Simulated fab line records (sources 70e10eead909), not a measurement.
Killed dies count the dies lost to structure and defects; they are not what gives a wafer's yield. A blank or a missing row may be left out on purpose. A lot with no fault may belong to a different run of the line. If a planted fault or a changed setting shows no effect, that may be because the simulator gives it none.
fab line records	flow nand-harc
[record] lots = 7	wafers = 21	last-day = 32
route steps=1302 shown A_M0@1140 END@1302
lots that met no fault: taken from a fault-free run of the same line
start-h: the number of hours between the record's first day and the start of the first shown wafer of the lot	wait-h: hours since the lot's step before	" identical to the entry in the row above	L1.1+2: one row covering several wafers at once	- no value, or no start was given	* or withheld: withheld	< > ~ a bound
route shown NAME@n: NAME is a module with steps in the file, n the number in the route of the first one	usual: average and standard deviation across the fault-free wafers	same: alike in all rows	chamber/n: place in a boat	sites: the reading at each site	_std_site: the standard deviation of these	_edge_site: the outer-site mean with the inner-site mean subtracted	radius-mm: how far each site lies from the wafer's centre	mask NAME#n: copy n	behind: tool/chamber where the wafer was last shaped	hold: what put the lot on hold/how long, in hours/how the hold closed	device: transistor that didn't switch, given as n, p or np	end of line: the route-end tests of the same wafers	a step given without rows: its recipe and nothing more	killed: at the first sort, the dies lost to defects and structure; wafer yield is something else	map: dies across one wafer; x = killed, . = not, _ = none there
set.NAME: the setting as run; set.NAME@STEP: as run at that earlier step	model.NAME: the simulator's own value behind a step, which no gauge read
lots at some steps of the route; a table a step, a row a wafer
services: when a tool's chamber went out of use (start-h, in hours from the record's first day, below 0 if earlier), for how many hours, and the reason
[[steps]]
[step NHARC_A_M0_COAT_33]
[recipe] temp-c = 200	time-s = 65
[step NHARC_A_M0_COAT_03]
[recipe] spin-rpm = 1500	resist-thk-nm = 90
[step NHARC_A_M0_SOFTBAKE_04]
[recipe] temp-c = 105	time-s = 55
[step NHARC_A_M0_EBR_05]
[step NHARC_A_M0_EXPOSE_06]
[recipe] na = 1.35	target-cd-nm = 80	dose-mj = 83.25	mask-id = A_M0
[step NHARC_A_M0_PEB_07]
[recipe] peb-temp-c = 100	peb-time-s = 65
[step NHARC_A_M0_DEVELOP_08]
[recipe] develop-time-s = 35	dev-temp-c = 23
[step NHARC_A_M0_CD_MEAS_09]
[recipe] target-cd-nm = 80	landing-energy-ev = 500
[usual] cd-nm = 80.2/0.68
lot.wafer	tool	chamber	start-h	wait-h	cd-nm
L432.1	cd-sem-01	0	531.37	-	80.3
L432.3	"	0	"	"	81.0
L432.4	"	0	"	"	80.8
L439.1	cd-sem-01	0	604.37	-	80.2
L439.4	"	0	"	"	79.9
L439.6	"	0	"	"	80.9
L441.1	cd-sem-02	0	608.26	-	79.7
L441.4	"	0	"	"	79.2
L441.6	"	0	"	"	79.8
L440.1	cd-sem-01	0	615.51	-	79.4
L440.3	"	0	"	"	79.0
L440.4	"	0	"	"	79.1
L443.1	cd-sem-03	0	636.28	-	80.3
L443.4	"	0	"	"	79.2
L443.6	"	0	"	"	79.4
L449.2	cd-sem-03	0	666.52	-	80.0
L449.4	"	0	"	"	79.8
L449.6	"	0	"	"	80.5
L452.1	cd-sem-03	0	718.13	-	80.0
L452.3	"	0	"	"	80.5
L452.5	"	0	"	"	80.8
[step NHARC_A_M0_OVL_MEAS_10]
[recipe] pitch-nm = 160
[usual] overlay-x-nm = 0.0/0.78	overlay-y-nm = -0.1/0.89
lot.wafer	tool	chamber	start-h	wait-h	overlay-x-nm	overlay-y-nm
L432.1	overlay-02	-	531.46	-	0.8	-0.4
L432.3	"	-	"	"	1.1	-0.3
L432.4	"	-	"	"	0.9	-0.2
L439.1	overlay-01	-	604.46	-	-0.1	0.3
L439.4	"	-	"	"	0.0	-0.2
L439.6	"	-	"	"	-0.1	0.0
L441.1	overlay-02	-	608.35	-	-0.6	-1.0
L441.4	"	-	"	"	-0.9	-1.4
L441.6	"	-	"	"	-0.8	-1.0
L440.1	overlay-02	-	615.60	-	0.7	0.3
L440.3	"	-	"	"	0.8	0.7
L440.4	"	-	"	"	0.4	1.1
L443.1	overlay-02	-	636.37	-	1.0	-0.1
L443.4	"	-	"	"	1.4	-0.4
L443.6	"	-	"	"	0.4	-0.8
L449.2	overlay-02	-	666.60	-	-0.8	0.1
L449.4	"	-	"	"	-0.3	0.1
L449.6	"	-	"	"	-0.8	0.4
L452.1	overlay-02	-	718.22	-	-0.1	1.4
L452.3	"	-	"	"	-0.1	1.4
L452.5	"	-	"	"	0.4	1.3
[step NHARC_A_M0_INSPECT_11]
[usual] raw-defect-count = 82/34
lot.wafer	tool	chamber	start-h	wait-h	raw-defect-count
L432.1	defect-inspect-01	-	531.49	0.0	129
L432.3	"	-	"	"	119
L432.4	"	-	"	"	114
L439.1	defect-inspect-02	-	604.50	0.0	66
L439.4	"	-	"	"	64
L439.6	"	-	"	"	75
L441.1	defect-inspect-02	-	608.38	0.0	156
L441.4	"	-	"	"	164
L441.6	"	-	"	"	167
L440.1	defect-inspect-01	-	615.64	0.0	28
L440.3	"	-	"	"	27
L440.4	"	-	"	"	31
L443.1	defect-inspect-01	-	636.40	0.0	152
L443.4	"	-	"	"	145
L443.6	"	-	"	"	158
L449.2	defect-inspect-02	-	666.64	0.0	94
L449.4	"	-	"	"	96
L449.6	"	-	"	"	106
L452.1	defect-inspect-02	-	718.25	0.0	44
L452.3	"	-	"	"	52
L452.5	"	-	"	"	49
[step NHARC_A_M0_DESCUM_14]
[recipe] time-s = 3	o2-flow-sccm = 200	ar-flow-sccm = 0	bias-power-w = 0	chemistry = O2
[usual] drypump-motor-current-A = 6.0/0.46	oes-product-au = 1.003/0.01	rf-vpp-V = 57.9/0.92	showerhead-plenum-p-Torr = 1.93/0.11	throttle-valve-pct = 11.311/0.011
lot.wafer	tool	chamber	start-h	wait-h	drypump-motor-current-A	oes-product-au	rf-hours-counter-h	rf-vpp-V	showerhead-plenum-p-Torr	throttle-valve-pct
L432.4	rie-diel-12	0	531.56	0.1	6.5	0.987	2.7	56.9	1.78	11.308
L432.1	"	1	"	"	6.6	1.007	2.3	57.5	2.00	11.291
L432.3	"	2	"	"	5.2	0.997	3.1	58.4	2.04	11.324
L439.4	rie-diel-06	1	604.56	0.1	6.3	1.008	10.6	57.8	1.96	11.300
L439.1	"	2	"	"	6.1	1.010	6.6	57.3	1.80	11.323
L439.6	"	1	"	"	6.3	1.012	-	58.7	1.96	11.323
L441.1	rie-diel-12	1	608.47	0.1	6.6	1.004	7.0	59.0	2.00	11.318
L441.4	"	3	"	"	6.3	0.991	-	60.0	2.06	11.315
L441.6	"	1	"	"	6.6	0.991	-	58.5	2.00	11.308
L440.3	rie-diel-12	3	615.70	0.1	6.4	0.992	8.4	57.9	2.06	11.308
L440.1	"	0	"	"	6.4	1.005	8.0	56.6	1.78	11.309
L440.4	"	0	"	"	6.5	1.004	-	56.4	1.78	11.315
L443.1	rie-diel-12	3	636.47	0.1	6.4	1.000	0.3	57.5	2.06	11.310
L443.4	"	0	"	"	6.5	1.002	0.2	58.4	1.78	11.313
L443.6	"	2	"	"	5.2	0.996	-	58.9	2.04	11.330
L449.2	rie-diel-10	1	666.70	0.1	5.9	1.014	2.5	59.1	1.82	11.323
L449.4	"	2	"	"	5.7	1.018	3.1	58.2	1.95	11.300
L449.6	"	2	"	"	5.7	1.023	-	56.3	1.95	11.310
L452.1	rie-diel-06	3	718.32	0.1	5.9	0.996	3.6	56.8	1.84	11.308
L452.3	"	0	"	"	5.3	1.004	3.6	57.0	1.87	11.311
L452.5	"	3	"	"	5.9	0.994	-	56.8	1.84	11.303
[step NHARC_A_M0_ETCH_34]
[recipe] target-depth-a = 400	overetch-a = 120	time-s = 43.94	ion-energy-ev = 200	n2-flow-sccm = 150	h2-flow-sccm = 150	ar-flow-sccm = 0	rf-w = 400	bias-w = 150	chemistry = N2/H2
[step NHARC_A_M0_ETCH_15]
[recipe] target-depth-a = 1500	overetch-a = 150	time-s = 82.5	c4f8-flow-sccm = withheld	ar-flow-sccm = 400	rf-w = 600	bias-w = 300	chemistry = C4F8/Ar
[usual] oes-product-au = 0.955/0.021	rf-vpp-V = 441/3.3
lot.wafer	tool	chamber	start-h	wait-h	oes-product-au	rf-hours-counter-h	rf-vpp-V
L432.1	rie-diel-12	0	531.73	-	0.931	2.8	438
L432.4	"	1	"	"	0.957	2.4	443
L432.3	"	2	"	"	0.949	3.1	444
L439.4	rie-diel-06	3	604.73	-	0.943	10.9	439
L439.1	"	0	"	"	0.911	11.6	440
L439.6	"	0	"	"	0.918	-	441
L441.1	rie-diel-12	3	608.65	-	0.957	7.9	446
L441.4	"	1	"	"	0.959	-	444
L441.6	"	3	"	"	0.955	-	445
L440.3	rie-diel-12	1	615.91	-	0.933	7.6	443
L440.1	"	3	"	"	0.929	8.5	445
L440.4	"	0	"	"	0.925	-	437
L443.4	rie-diel-12	2	636.65	-	0.961	0.5	445
L443.1	"	3	"	"	0.957	0.4	446
L443.6	"	1	"	"	0.964	-	442
L449.4	rie-diel-10	2	666.89	-	0.984	3.1	441
L449.2	"	3	"	"	0.994	3.3	445
L449.6	"	1	"	"	0.966	-	437
L452.1	rie-diel-06	3	718.49	-	0.952	3.7	438
L452.3	"	1	"	"	0.981	3.6	444
L452.5	"	0	"	"	0.952	-	440
[step NHARC_A_M0_CD_MEAS_16]
[usual] cd-nm = 80.3/0.93
lot.wafer	tool	chamber	start-h	wait-h	cd-nm
L432.1	cd-sem-03	-	531.85	-	79.3
L432.3	"	-	"	"	81.0
L432.4	"	-	"	"	80.3
L439.1	cd-sem-03	-	604.86	-	80.2
L439.4	"	-	"	"	79.4
L439.6	"	-	"	"	80.7
L441.1	cd-sem-02	-	608.78	-	78.8
L441.4	"	-	"	"	80.9
L441.6	"	-	"	"	79.4
L440.1	cd-sem-03	-	616.04	-	79.3
L440.3	"	-	"	"	80.2
L440.4	"	-	"	"	78.6
L443.1	cd-sem-03	-	636.76	-	81.0
L443.4	"	-	"	"	80.6
L443.6	"	-	"	"	78.9
L449.2	cd-sem-02	-	667.00	-	80.2
L449.4	"	-	"	"	79.0
L449.6	"	-	"	"	79.6
L452.1	cd-sem-02	-	718.61	-	79.5
L452.3	"	-	"	"	80.0
L452.5	"	-	"	"	80.3
[step NHARC_A_M0_STRIP_18]
[recipe] power-w = 1000	n2-flow-sccm = 150	h2-flow-sccm = 150	ar-flow-sccm = 0	bias-w = 0	chemistry = N2/H2
[usual] drypump-motor-current-A = 5.9/0.42	oes-product-au = 1.005/0.0099	rf-vpp-V = 90.8/1	showerhead-plenum-p-Torr = 2.05/0.1	throttle-valve-pct = 14.172/0.0099
lot.wafer	tool	chamber	start-h	wait-h	drypump-motor-current-A	oes-product-au	rf-hours-counter-h	rf-vpp-V	showerhead-plenum-p-Torr	throttle-valve-pct
L432.1	rie-diel-06	1	531.93	0.1	6.3	1.004	1	91.1	2.10	14.164
L432.3	"	3	"	"	5.9	1.001	2	90.3	1.96	14.170
L432.4	"	3	"	"	5.9	1.002	-	91.2	1.96	14.167
L439.1	rie-diel-06	2	604.96	0.1	6.1	1.017	7	89.5	1.91	14.183
L439.4	"	0	"	"	5.3	1.002	12	88.9	1.99	14.179
L439.6	"	1	"	"	6.3	1.020	-	90.6	2.10	14.174
L441.1	rie-diel-10	1	608.86	0.1	5.9	0.999	0	88.3	1.93	14.159
L441.4	"	2	"	"	5.7	0.983	0	90.5	2.08	14.187
L441.6	"	2	"	"	5.7	0.996	-	92.3	2.08	14.178
L440.3	rie-diel-06	1	616.12	0.1	6.2	1.013	11	91.5	2.10	14.170
L440.4	"	2	"	"	6.1	1.001	8	90.5	1.91	14.182
L440.1	"	3	"	"	5.9	1.026	12	89.4	1.96	14.178
L443.4	rie-diel-10	3	636.86	0.1	5.5	1.011	1	92.0	2.16	14.169
L443.1	"	0	"	"	6.4	0.998	0	90.6	2.12	14.163
L443.6	"	2	"	"	5.7	1.008	-	91.5	2.08	14.158
L449.4	rie-diel-12	1	667.10	0.1	6.6	0.997	2	91.3	2.13	14.167
L449.2	"	3	"	"	6.4	1.006	2	90.1	2.20	14.167
L449.6	"	0	"	"	6.5	1.009	-	91.0	1.89	14.167
L452.1	rie-diel-10	3	718.69	0.1	5.5	1.012	7	90.6	2.16	14.162
L452.3	"	0	"	"	6.4	1.003	5	92.3	2.12	14.187
L452.5	"	0	"	"	6.4	0.993	-	90.6	2.12	14.159
[step NHARC_A_M0_STRIP_19]
[recipe] time-s = 600	temp-c = 30	chemistry = post-etch-residue-remover
[step NHARC_A_M0_DEGAS_28]
[recipe] temp-c = 250	time-s = 60
[step NHARC_A_M0_PRE_CLEAN_29]
[recipe] time-s = 30	temp-c = 280	gas = H2/He
[step NHARC_A_M0_PVD_20]
[recipe] target-thk-a = 50	bias-v = 168.6	power-w = 15000	chamber-pressure-pa = 0.12	time-s = 8.06	substrate-temp-c = 50	material = TaN
[usual] substrate-temp-c = 49.99/0.12	throttle-valve-pct = 30.1/1.2
lot.wafer	tool	chamber	start-h	wait-h	substrate-temp-c	throttle-valve-pct
L432.4	pvd-sputter-02	-	-	-	50.16	31.1
L432.3	"	-	"	"	49.83	30.4
L432.1	"	-	"	"	50.03	27.9
L439.1	pvd-sputter-01	-	-	-	49.77	31.2
L439.4	"	-	"	"	50.09	30.7
L439.6	"	-	"	"	50.00	30.9
L441.4	pvd-sputter-01	-	-	-	50.02	30.9
L441.1	"	-	"	"	50.04	29.8
L441.6	"	-	"	"	50.10	29.7
L440.4	pvd-sputter-01	-	-	-	50.07	31.1
L440.3	"	-	"	"	50.14	30.0
L440.1	"	-	"	"	50.10	30.8
L443.1	pvd-sputter-02	-	-	-	50.16	30.4
L443.4	"	-	"	"	49.90	27.5
L443.6	"	-	"	"	49.98	27.9
L449.2	pvd-sputter-03	-	-	-	50.02	30.5
L449.4	"	-	"	"	49.80	31.2
L449.6	"	-	"	"	50.00	30.5
L452.3	pvd-sputter-03	-	-	-	49.96	27.1
L452.1	"	-	"	"	50.05	30.8
L452.5	"	-	"	"	50.04	27.3
[step NHARC_A_M0_PVD_21]
[recipe] target-thk-a = 300	chamber-pressure-pa = 5	power-w = 5000	substrate-temp-c = 30	time-s = 20.49	material = Cu
[usual] substrate-temp-c = 30.00/0.11	throttle-valve-pct = 30.1/1.2
lot.wafer	tool	chamber	start-h	wait-h	substrate-temp-c	throttle-valve-pct
L432.1	pvd-sputter-02	-	-	-	29.91	30.5
L432.4	"	-	"	"	30.09	27.8
L432.3	"	-	"	"	30.02	31.1
L439.4	pvd-sputter-01	-	-	-	29.89	30.2
L439.1	"	-	"	"	30.06	30.8
L439.6	"	-	"	"	30.22	30.9
L441.4	pvd-sputter-01	-	-	-	29.87	29.1
L441.1	"	-	"	"	29.99	30.9
L441.6	"	-	"	"	30.01	30.0
L440.3	pvd-sputter-01	-	-	-	30.07	30.1
L440.4	"	-	"	"	29.88	29.2
L440.1	"	-	"	"	30.01	31.0
L443.4	pvd-sputter-02	-	-	-	29.93	30.2
L443.1	"	-	"	"	30.03	30.4
L443.6	"	-	"	"	29.78	30.1
L449.4	pvd-sputter-03	-	-	-	30.16	27.5
L449.2	"	-	"	"	30.25	30.6
L449.6	"	-	"	"	30.00	27.6
L452.3	pvd-sputter-03	-	-	-	30.19	31.2
L452.1	"	-	"	"	29.87	31.0
L452.5	"	-	"	"	30.19	31.0
[step NHARC_A_M0_ECD_22]
[recipe] target-thk-a = 4000	bath-temp-c = 25	material = Cu
[step NHARC_A_M0_ANNEAL_30]
[recipe] temp-c = 225	time-s = 90
[step NHARC_A_M0_CMP_23]
[recipe] t-overpolish-s = 20	target-thk-nm = 113.75
[usual] edge-zone-pressure-frac = 0.999/0.0047	motor-current-A = 12.0/1.3	slurry-flow-ml-min = 149.9/0.43	time-to-endpoint-s = 28.7/2.6
lot.wafer	tool	chamber	start-h	wait-h	edge-zone-pressure-frac	motor-current-A	slurry-flow-ml-min	time-to-endpoint-s
L432.3	cmp-04	3	533.61	-	1.003	11.7	150.3	25.8
L432.4	"	0	"	"	1.008	9.9	149.3	25.0
L432.1	"	2	"	"	1.006	13.3	149.8	27.7
L439.4	cmp-02	3	606.63	-	1.000	13.5	149.6	28.0
L439.1	"	0	"	"	1.004	12.6	150.3	25.4
L439.6	"	2	"	"	0.997	12.9	149.0	27.7
L441.1	cmp-04	0	610.51	-	0.999	10.5	150.6	28.9
L441.4	"	2	"	"	1.007	12.8	150.0	28.9
L441.6	"	3	"	"	0.999	10.9	150.0	26.8
L440.3	cmp-02	3	617.77	-	1.000	13.1	150.1	27.1
L440.4	"	0	"	"	1.000	12.9	149.8	26.4
L440.1	"	1	"	"	0.998	11.9	149.9	27.3
L443.1	cmp-01	2	638.54	-	1.005	11.4	149.7	28.0
L443.4	"	3	"	"	0.997	12.0	150.2	28.2
L443.6	"	1	"	"	1.001	10.7	149.9	31.8
L449.2	cmp-04	0	668.78	-	1.001	10.4	150.1	23.7
L449.4	"	1	"	"	0.999	10.5	150.1	26.5
L449.6	"	2	"	"	0.997	13.4	149.9	27.3
L452.1	cmp-04	3	720.35	-	1.003	10.9	150.1	25.6
L452.3	"	1	"	"	0.994	10.2	150.0	29.4
L452.5	"	2	"	"	1.001	13.3	149.7	27.3
[step NHARC_A_M0_THK_MEAS_24]
[recipe] thk-meas-gauge = xrf
[usual] thk-nm = 114.0/1.5
lot.wafer	tool	chamber	start-h	wait-h	thk-nm
L432.1	film-metro-01	-	533.92	-	115.6
L432.3	"	-	"	"	112.1
L432.4	"	-	"	"	112.3
L439.1	film-metro-02	-	606.89	-	112.4
L439.4	"	-	"	"	113.2
L439.6	"	-	"	"	113.2
L441.1	film-metro-02	-	610.80	-	115.0
L441.4	"	-	"	"	113.9
L441.6	"	-	"	"	111.7
L440.1	film-metro-02	-	618.06	-	113.8
L440.3	"	-	"	"	114.6
L440.4	"	-	"	"	113.3
L443.1	film-metro-01	-	638.80	-	114.7
L443.4	"	-	"	"	114.2
L443.6	"	-	"	"	116.8
L449.2	film-metro-02	-	669.04	-	113.2
L449.4	"	-	"	"	114.1
L449.6	"	-	"	"	110.9
L452.1	film-metro-02	-	720.63	-	110.2
L452.3	"	-	"	"	114.4
L452.5	"	-	"	"	112.0
[step NHARC_A_M0_SRD_25]
[step NHARC_END_SORT_01]
[recipe] temp-c = 25
[usual] defect-limited-yield = 90.9/2.6	killed-at-array = 57/18	killed-at-other = 0.9/1.3	killed-at-periphery = 3.5/2.2	killed-dies = 62/18	killed-open = 3.0/1.7	killed-short = 2.3/1.5
[same] gross-dies = 677
lot.wafer	tool	chamber	start-h	wait-h	defect-limited-yield[%]	killed-at-array	killed-at-other	killed-at-periphery	killed-dies	killed-open	killed-short
L439.1	prober-01	0	643.76	2.5	91.6	44	3	10	57	2	2
L439.4	prober-01	0	646.17	3.4	91.1	52	1	7	60	4	2
L439.6	prober-01	0	647.77	4.0	91.6	49	0	8	57	2	2
L441.1	prober-01	0	659.63	2.5	76.1	157	0	5	162	4	3
L441.4	prober-01	0	662.03	3.4	77.4	149	0	4	153	3	1
L441.6	prober-01	0	663.64	4.0	76.7	153	1	4	158	2	1
L440.1	prober-02	0	668.13	2.5	80.8	123	1	6	130	7	0
L440.3	prober-02	0	669.73	3.1	81.4	120	0	6	126	5	3
L440.4	prober-02	0	670.53	3.4	88.0	78	0	3	81	4	0
L443.1	prober-02	0	706.65	2.5	71.8	187	0	4	191	4	2
L443.4	prober-02	0	709.07	3.4	86.9	86	0	3	89	5	1
L443.6	prober-02	0	710.69	4.0	74.6	172	0	0	172	1	0
L449.2	prober-01	0	707.18	2.7	90.8	60	0	2	62	1	4
L449.4	prober-01	0	708.77	3.4	89.8	68	0	1	69	4	2
L449.6	prober-01	0	710.35	4.0	88.2	79	0	1	80	3	4
L452.1	prober-02	0	764.92	2.4	92.6	46	0	4	50	3	0
L452.3	prober-02	0	766.52	3.1	92.8	46	0	3	49	0	4
L452.5	prober-02	0	768.12	3.7	93.5	43	0	1	44	1	4
// killed by level:class
L439.1 A_CHANNEL_HOLE_D2:chamber-film-flake=29 P_BONDPAD:chamber-film-flake=4 A_CONTACT:chamber-film-flake=4 A_CHANNEL_HOLE_D1:chamber-film-flake=3 A_STAIRCASE:chamber-film-flake=3 P_CONTACT:chamber-film-flake=2 A_CHANNEL_FILL_D1:chamber-film-flake=2 THIN_TSV:chamber-film-flake=2
L439.4 A_CHANNEL_HOLE_D2:chamber-film-flake=33 A_CHANNEL_HOLE_D1:chamber-film-flake=7 P_BONDPAD:chamber-film-flake=5 A_CHANNEL_FILL_D2:geometric-particle:open=2 P_STI:chamber-film-flake=2 A_CONTACT:chamber-film-flake=2 A_ONON_D2:geometric-particle:short=1 A_CHANNEL_HOLE_D2:geometric-particle:open=1
L439.6 A_CHANNEL_HOLE_D2:chamber-film-flake=33 A_CONTACT:chamber-film-flake=5 P_GATE:chamber-film-flake=3 P_CONTACT:chamber-film-flake=3 A_WL_FILL:chamber-film-flake=3 A_CHANNEL_HOLE_D1:chamber-film-flake=2 A_CHANNEL_FILL_D1:chamber-film-flake=2 A_STAIRCASE:chamber-film-flake=2
L441.1 A_M0:unspecified=85 A_CHANNEL_HOLE_D2:chamber-film-flake=28 A_CHANNEL_HOLE_D1:chamber-film-flake=18 A_SLIT:chamber-film-flake=14 A_CONTACT:chamber-film-flake=6 P_M0:geometric-particle:open=2 P_GATE:geometric-particle:short=1 A_CHANNEL_FILL_D1:geometric-particle:open=1
L441.4 A_M0:unspecified=90 A_CHANNEL_HOLE_D2:chamber-film-flake=20 A_CHANNEL_HOLE_D1:chamber-film-flake=17 A_SLIT:chamber-film-flake=13 A_CONTACT:chamber-film-flake=4 P_ZERO_WELL:chamber-film-flake=3 A_SGD_CUT:geometric-particle:open=1 A_SGD_CUT:geometric-particle:short=1
L441.6 A_M0:unspecified=81 A_SLIT:chamber-film-flake=36 A_CHANNEL_HOLE_D1:chamber-film-flake=16 A_CHANNEL_HOLE_D2:chamber-film-flake=11 A_CONTACT:chamber-film-flake=4 A_ONON_D2:geometric-particle:open=2 P_STI:chamber-film-flake=2 P_CONTACT:chamber-film-flake=2
L440.1 A_M0:unspecified=99 A_CHANNEL_HOLE_D1:chamber-film-flake=7 A_CHANNEL_HOLE_D2:chamber-film-flake=6 P_CONTACT:geometric-particle:open=2 A_CHANNEL_FILL_D1:geometric-particle:open=2 P_GATE:chamber-film-flake=2 A_STAIRCASE:chamber-film-flake=2 A_SLIT:chamber-film-flake=2
L440.3 A_M0:unspecified=90 A_CHANNEL_HOLE_D2:chamber-film-flake=13 A_CHANNEL_HOLE_D1:chamber-film-flake=3 A_BONDPAD:chamber-film-flake=3 P_CONTACT:chamber-film-flake=2 A_SLIT:chamber-film-flake=2 A_STAIRCASE:chamber-film-flake=2 P_STI:geometric-particle:short=1
L440.4 A_M0:unspecified=56 A_CHANNEL_HOLE_D2:chamber-film-flake=6 A_CHANNEL_HOLE_D1:chamber-film-flake=5 A_SLIT:chamber-film-flake=3 P_STI:chamber-film-flake=2 A_STAIRCASE:chamber-film-flake=2 A_DECK1_JOINT:geometric-particle:open=1 A_ONON_D2:geometric-particle:open=1
L443.1 A_M0:unspecified=95 A_SLIT:chamber-film-flake=44 A_CHANNEL_HOLE_D1:chamber-film-flake=27 A_CHANNEL_HOLE_D2:chamber-film-flake=8 A_STAIRCASE:chamber-film-flake=3 A_CONTACT:chamber-film-flake=2 A_WL_FILL:chamber-film-flake=2 P_GATE:geometric-particle:open=1
L449.2 A_CHANNEL_HOLE_D1:chamber-film-flake=27 A_CHANNEL_HOLE_D2:chamber-film-flake=11 A_CONTACT:chamber-film-flake=10 A_WL_FILL:geometric-particle:short=2 A_SLIT:chamber-film-flake=2 A_DECK1_JOINT:chamber-film-flake=2 A_STAIRCASE:chamber-film-flake=2 A_DECK1_JOINT:geometric-particle:short=1
L449.4 A_CHANNEL_HOLE_D1:chamber-film-flake=30 A_CHANNEL_HOLE_D2:chamber-film-flake=20 A_CONTACT:chamber-film-flake=6 A_CHANNEL_FILL_D2:geometric-particle:short=2 A_SGD_CUT:geometric-particle:open=2 A_DECK1_JOINT:chamber-film-flake=2 A_STAIRCASE:chamber-film-flake=2 A_WL_FILL:geometric-particle:open=1
L443.4 A_M0:unspecified=24 A_CHANNEL_HOLE_D1:chamber-film-flake=20 A_SLIT:chamber-film-flake=17 A_CHANNEL_HOLE_D2:chamber-film-flake=14 A_CONTACT:chamber-film-flake=4 A_WL_FILL:chamber-film-flake=3 A_BLC:geometric-particle:open=2 P_GATE:geometric-particle:short=1
L449.6 A_CHANNEL_HOLE_D1:chamber-film-flake=30 A_CHANNEL_HOLE_D2:chamber-film-flake=29 A_CONTACT:chamber-film-flake=5 A_STAIRCASE:chamber-film-flake=3 A_BLC:chamber-film-flake=3 A_CONTACT:geometric-particle:open=2 A_SOURCE_PLATE:geometric-particle:open=1 A_CHANNEL_FILL_D1:geometric-particle:short=1
L443.6 A_M0:unspecified=84 A_SLIT:chamber-film-flake=37 A_CHANNEL_HOLE_D1:chamber-film-flake=27 A_CHANNEL_HOLE_D2:chamber-film-flake=11 A_CONTACT:chamber-film-flake=5 A_STAIRCASE:chamber-film-flake=4 A_DECK1_JOINT:chamber-film-flake=3 A_CHANNEL_FILL_D2:geometric-particle:open=1
L452.1 A_CHANNEL_HOLE_D1:chamber-film-flake=16 A_SLIT:chamber-film-flake=7 A_CONTACT:chamber-film-flake=7 A_SGD_CUT:chamber-film-flake=4 P_M1:chamber-film-flake=3 A_STAIRCASE:chamber-film-flake=3 A_CHANNEL_FILL_D1:chamber-film-flake=2 P_M2:geometric-particle:open=1
L452.3 A_CHANNEL_HOLE_D1:chamber-film-flake=15 A_CONTACT:chamber-film-flake=8 A_SLIT:chamber-film-flake=8 A_STAIRCASE:chamber-film-flake=4 A_SGD_CUT:chamber-film-flake=4 P_M0:geometric-particle:short=1 A_CHANNEL_FILL_D1:geometric-particle:short=1 A_ONON_D2:geometric-particle:short=1
L452.5 A_CHANNEL_HOLE_D1:chamber-film-flake=16 A_CONTACT:chamber-film-flake=9 A_SLIT:chamber-film-flake=6 A_STAIRCASE:chamber-film-flake=2 A_SGD_CUT:chamber-film-flake=2 P_CONTACT:geometric-particle:open=1 A_ONON_D1:geometric-particle:short=1 A_CHANNEL_HOLE_D1:geometric-particle:short=1
// map L440.1 (x killed, . not)
____________.____________
_________......._________
_______.....x....._______
______.............______
_____..........x...._____
____.................____
____.x...............____
___...................___
___...x...............___
__................x....__
__.....................__
_......................._
_...x...............x..._
_......x................_
_......................._
_......................._
.........................
.....xxx.................
.......xx................
...xxxxxxx...............
..xxxxxxxxx.....x........
_.xxxxxxxxx...x........._
_.xxxxxxxxxxx..........._
_.xxxxxxxxxx............_
_xxxxxxxxxxx............_
_..xxxxxxxx...x........._
__xxxxxxxxxxxxx.x......__
__.xxxxxxxxxx..........__
___xxxxxxxx......x....___
___..xxx.xx....x......___
____xx..xxx.........x____
____...............x.____
_____..............._____
______.......x.....______
_______x.........x_______
_________......._________
____________.____________
// map L441.1 (x killed, . not)
____________.____________
_________......._________
_______..........._______
______.............______
_____..............._____
____..........x.....x____
____.................____
___x.x....x...........___
___.x.................___
__.xxxxx...............__
__xxxxxx...............__
_..xxxxx..x...........x._
_.xxxxxx................_
_.xxxxxxx..............._
_xx.xx..............x..._
_xxxxx.................._
.x.xx.x..................
...x.x.x.x.x.............
.....x.xx................
....xxx.xx.x.x....x......
...xxxxxxx.x.............
_.x..xxxxx.xx......x...._
_.xxxxxxxxx............._
_.xxxxxxxxxx............_
_xxxxxxxxxx............._
_..xxxxxxxxx............_
__xxxxxxxxx............__
__xxxxxxxxxx...........__
___xxxxxx..x..........___
___.xxxxx.............___
____xxxxx............____
____x..xx............____
_____..............._____
______............x______
_______..........._______
_________......._________
____________.____________
[[services]]
tool	chamber	start-h	hours	kind
rie-diel-10	0	514.99	2.9	repair
rie-diel-06	-	524.58	0.4	repair
pvd-sputter-03	-	526.00	10.0	pm
cmp-02	-	526.50	4.0	pm
pvd-sputter-01	-	533.36	5.1	repair
cmp-01	-	534.02	0.3	repair
pvd-sputter-02	-	553.99	7.1	repair
cmp-01	-	581.44	4.0	pm
pvd-sputter-01	-	582.00	10.0	pm
rie-diel-06	0	584.98	8.0	repair
rie-diel-10	-	596.59	9.0	pm
rie-diel-12	2	599.80	17.9	repair
cmp-04	-	601.14	4.0	pm
rie-diel-12	-	622.44	9.0	pm
cmp-02	-	624.50	4.0	pm
rie-diel-10	0	626.01	6.2	repair
pvd-sputter-02	-	638.00	10.0	pm
cmp-02	-	641.12	5.9	repair
rie-diel-06	-	661.30	9.0	pm
rie-diel-12	1	673.73	1.6	repair
cmp-04	-	675.15	1.4	repair
rie-diel-10	1	682.60	15.9	repair
rie-diel-12	1	692.43	2.5	repair
pvd-sputter-03	-	699.72	4.3	repair
[[key]]
[first-sign] step = NHARC_END_SORT_01	reading = defect-limited-yield	direction = down	sigmas = 4.4	usual = 90.9	struck = 79.3	wafers-moved = 8
[effect] step = NHARC_END_SORT_01	reading = killed-dies	direction = up	sigmas = 4.4	usual = 62	struck = 140	wafers-moved = 8
[more-kills-born-at] NHARC_A_M0_ETCH_15@rie-diel-12 = 700
met-at NHARC_A_M0_ETCH_15
struck-wafers L440.1,L440.3,L440.4,L441.1,L441.4,L441.6,L443.1,L443.4,L443.6
onset-between 531.73 608.65
also-fits NHARC_A_M0_DESCUM_14:rie-diel-12
[fault] kind = chamber-particle-source	tool = rie-diel-12	chamber = -	onset-h = 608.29	steps = NHARC_A_M0_ETCH_15	rate-per-visit-cm2 = 1.0056	end-h = 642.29
